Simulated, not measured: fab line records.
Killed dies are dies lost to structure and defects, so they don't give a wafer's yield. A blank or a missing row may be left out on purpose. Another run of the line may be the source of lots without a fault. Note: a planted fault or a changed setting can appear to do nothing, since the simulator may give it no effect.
Comparing a struck lot with a sound one || flow n5_finfet || 25 steps out of a route of 1938
Sound: wafers L785.2, L785.4, L785.6. Wafers L772.1, L772.3, L772.4 were the ones struck. Last of all comes the cause.
Order at every step that has rows: each side's tool, ch and its chambers, its first start. Under that, the readings that differ: sound wafers || struck wafers || difference of the means || sigmas: that difference in standard deviations of wafers without a fault.
alike: readings whose means differ by less than 2 such deviations, and words and numbers that are the same on both sides. not compared: withheld readings, readings that some wafer has no value for, bounds like >300 that may hide the same value, and numbers for which the record gives no deviation and whose values overlap.
Wherever a step has rows on one side only, a row that says differs or no value, or a row with sigmas, the two part there. When numbers do not overlap yet have no deviation, they are printed without sigmas and do not part them. A reading that every wafer of one side lacks parts them only if that side has two wafers or more.

first, 10 steps without rows for these wafers: N5_DUMMY_GATE_SRD_26 (time 30 s); N5_DUMMY_GATE_UV_OZONE_45 (time 120 s); N5_SPACER0_ALD_07 (deposits SiNx, target thk 2 nm); N5_SPACER0_ALD_00 (deposits SiOCN, target thk 3.5 nm, pulse time 3 s, purge time 2 s); N5_SPACER0_ALD_08 (deposits SiNx, target thk 2 nm); N5_SD_EPI_N_COAT_32 (time 60 s, resist thk 350 nm); N5_SD_EPI_N_COAT_33 (time 60 s, resist thk 35 nm); N5_SD_EPI_N_COAT_03 (resist thk 150 nm); N5_SD_EPI_N_EBR_05; N5_SD_EPI_N_SOFTBAKE_04 (time 60 s).
N5_SD_EPI_N_EXPOSE_06: exposes mask SD N BLK, target cd 120 nm.
  sound on arfi_scanner-02 ch 0, day 8 17:22; struck on arfi_scanner-03 ch 0, day 5 16:25
{"reading": "exposure_dose_mJ_cm2", "sound": "39.75 39.72 39.78", "struck": "41.99 41.95 41.91", "difference": "+2.20", "sigmas": "+55"}
  alike: mask
then, 2 steps without rows for these wafers: N5_SD_EPI_N_PEB_07 (peb time 60 s); N5_SD_EPI_N_DEVELOP_08 (develop time 30 s).
N5_SD_EPI_N_CD_MEAS_09: the cd target is 120 nm.
  sound on cd_sem-03 ch 0, day 8 17:29; struck on cd_sem-01 ch 0, day 5 16:32
{"reading": "cd_nm (nm)", "sound": "120.0 119.4 119.6", "struck": "123.2 123.1 122.9", "difference": "+3.4", "sigmas": "+6"}
N5_SD_EPI_N_DESCUM_14: chemistry O2, time 7.9 s.
  sound on rie_diel-03 ch 1,2, day 8 17:35; struck on rie_diel-02 ch 0,1,3, day 5 17:00
  alike: bias_power_w, drypump_motor_current_A, oes_product_au, rf_vpp_V, showerhead_plenum_p_Torr, throttle_valve_pct
  not compared: rf_hours_counter_h, model.SD_EPI_N.cd_nm
then, 7 steps without rows for these wafers: N5_SD_EPI_N_ETCH_34 (etches SiARC in CF4, target depth 45.5 nm, time 75.8 s); N5_SD_EPI_N_ETCH_35 (etches SOC in N2/H2, overetch 108 nm, time 486 s); N5_SD_EPI_N_STRIP_36 (strips in N2/H2); N5_SD_EPI_N_ETCHBACK_44 (etches SiNx in CH3F/O2, stops on SiO2, target depth 14.5 nm); N5_SD_EPI_N_ETCH_45 (etches SiOCN in CH3F/O2, target depth 6 nm); N5_SD_EPI_N_ETCH_16 (etches SiO2 in CHF3/O2, target depth 5 nm); N5_SD_EPI_N_STRIP_47 (strips in CHF3/O2).
N5_SD_EPI_N_SD_RECESS_17: chemistry HBr/Cl2/O2, target depth 41 nm, time 23.7 s, bt time 3 s.
  sound on rie_si-06 ch 0,2, day 8 18:16; struck on rie_si-05 ch 1,2,3, day 5 17:41
{"reading": "model.SD_EPI_N.cd_nm (nm)", "sound": "121 120.8 118.6", "struck": "122.6 122.4 124.4", "difference": "+3.0", "sigmas": ""}
  alike: drypump_motor_current_A, oes_product_au, throttle_valve_pct
  not compared: rf_hours_counter_h
then, 1 step without rows for these wafers: N5_SD_EPI_N_STRIP_38 (strips in N2/H2).
-- the record jumps here: 5 days lie between the struck wafers' starts before and after (it left off in module SD_EPI_N and takes up again in module BEOL_M4, whose first step shown is number 1111 of the route) --
N5_BEOL_M4_RC_MEAS_101:
  sound on prober-01 ch 0, day 14 02:54; struck on prober-02 ch 0, day 10 09:59
  alike: DIBL_N, DIBL_P, IOFF_N, IOFF_P, ION_N, ION_P, SS_N, SS_P, VT_N, VT_P

WHERE THEY PART
Last at N5_SD_EPI_N_CD_MEAS_09 as far as this record goes, first at N5_SD_EPI_N_EXPOSE_06. Later steps at which nothing parts them and some readings are alike: N5_SD_EPI_N_DESCUM_14, N5_SD_EPI_N_SD_RECESS_17, N5_BEOL_M4_RC_MEAS_101.

WHY: what had been put in by the simulator
Process parameters drifting: arfi_scanner-03 at N5_SD_EPI_N_EXPOSE_06, beginning at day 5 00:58. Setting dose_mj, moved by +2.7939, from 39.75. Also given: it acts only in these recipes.
